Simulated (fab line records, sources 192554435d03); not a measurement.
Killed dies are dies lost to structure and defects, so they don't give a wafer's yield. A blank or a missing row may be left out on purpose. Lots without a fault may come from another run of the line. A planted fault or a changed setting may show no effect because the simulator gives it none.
Chamber matching | flow n5_finfet | N5_BEOL_M14_DESCUM_33 on rie_diel-04: 4 sister chambers
The step chemistry O2, time 7.9 s. 18 wafers are shown with their chamber, then 9 later ones without.

WAFERS WITH THEIR CHAMBER
wafer  | chamber | showerhead_plenum_p_Torr (Torr) | drypump_motor_current_A (A) | throttle_valve_pct (%)
L076.2 | 0       | 2.13                            | 5.8                         | 20.41
L076.3 | 3       | 2.08                            | 5.1                         | 20.57
L076.4 | 1       | 1.98                            | 5.8                         | 20.28
L077.2 | 0       | 2.13                            | 5.7                         | 20.40
L077.3 | 2       | 2.04                            | 6.3                         | 20.72
L077.5 | 3       | 2.08                            | 5.1                         | 20.58
L078.1 | 2       | 2.04                            | 6.3                         | 20.73
L078.2 | 1       | 1.98                            | 5.9                         | 20.26
L078.3 | 3       | 2.08                            | 5.1                         | 20.58
L081.2 | 1       | 1.98                            | 5.9                         | 20.29
L081.3 | 2       | 2.04                            | 6.3                         | 20.73
L081.4 | 3       | 2.08                            | 5.0                         | 20.59
L082.1 | 2       | 2.04                            | 6.3                         | 20.74
L082.4 | 3       | 2.08                            | 5.1                         | 20.60
L082.5 | 3       | 2.08                            | 5.1                         | 20.60
L086.1 | 0       | 2.13                            | 5.8                         | 20.06
L086.2 | 3       | 2.07                            | 5.0                         | 20.62
L086.4 | 1       | 1.97                            | 5.9                         | 20.32

SIGNATURES (means of the wafers above)
reading                  | chamber 0 | chamber 1 | chamber 2 | chamber 3 | scatter within a chamber
showerhead_plenum_p_Torr | 2.1300    | 1.9775    | 2.0400    | 2.0786    | 0.00339
drypump_motor_current_A  | 5.767     | 5.875     | 6.300     | 5.071     | 0.0451
throttle_valve_pct       | 20.2900   | 20.2875   | 20.7300   | 20.5914   | 0.0771
Rule: a wafer's distance from a chamber is the root of the sum, over the readings, of the square of ((its reading less the chamber's mean) divided by the reading's scatter). The wafer belongs to the nearest chamber; if the next one is less than 2 further off, it can't be placed. The scatter: the root of (the sum of the squares of (reading less its chamber's mean) over the shown wafers, divided by (wafers less chambers)).

WAFERS WITHOUT THEIR CHAMBER
wafer  | showerhead_plenum_p_Torr (Torr) | drypump_motor_current_A (A) | throttle_valve_pct (%)
L085.3 | 2.03                            | 6.3                         | 20.76
L085.4 | 1.97                            | 5.9                         | 20.31
L085.5 | 2.13                            | 5.8                         | 20.07
L092.1 | 2.03                            | 6.3                         | 20.78
L092.2 | 2.07                            | 5.0                         | 20.62
L092.5 | 2.03                            | 6.3                         | 20.79
L096.3 | 2.12                            | 5.7                         | 20.09
L096.5 | 2.12                            | 5.8                         | 20.09
L096.6 | 2.02                            | 6.3                         | 20.80

WHICH CHAMBER EACH WENT THROUGH
wafer  | from the rows above | in truth
L085.3 | 2                   | 2
L085.4 | 1                   | 1
L085.5 | 0                   | 0
L092.1 | 2                   | 2
L092.2 | 3                   | 3
L092.5 | 2                   | 2
L096.3 | 0                   | 0
L096.5 | 0                   | 0
L096.6 | 2                   | 2
Placed correctly: 9 of 9. Can't be placed from these rows: 0. Placed wrongly: 0.
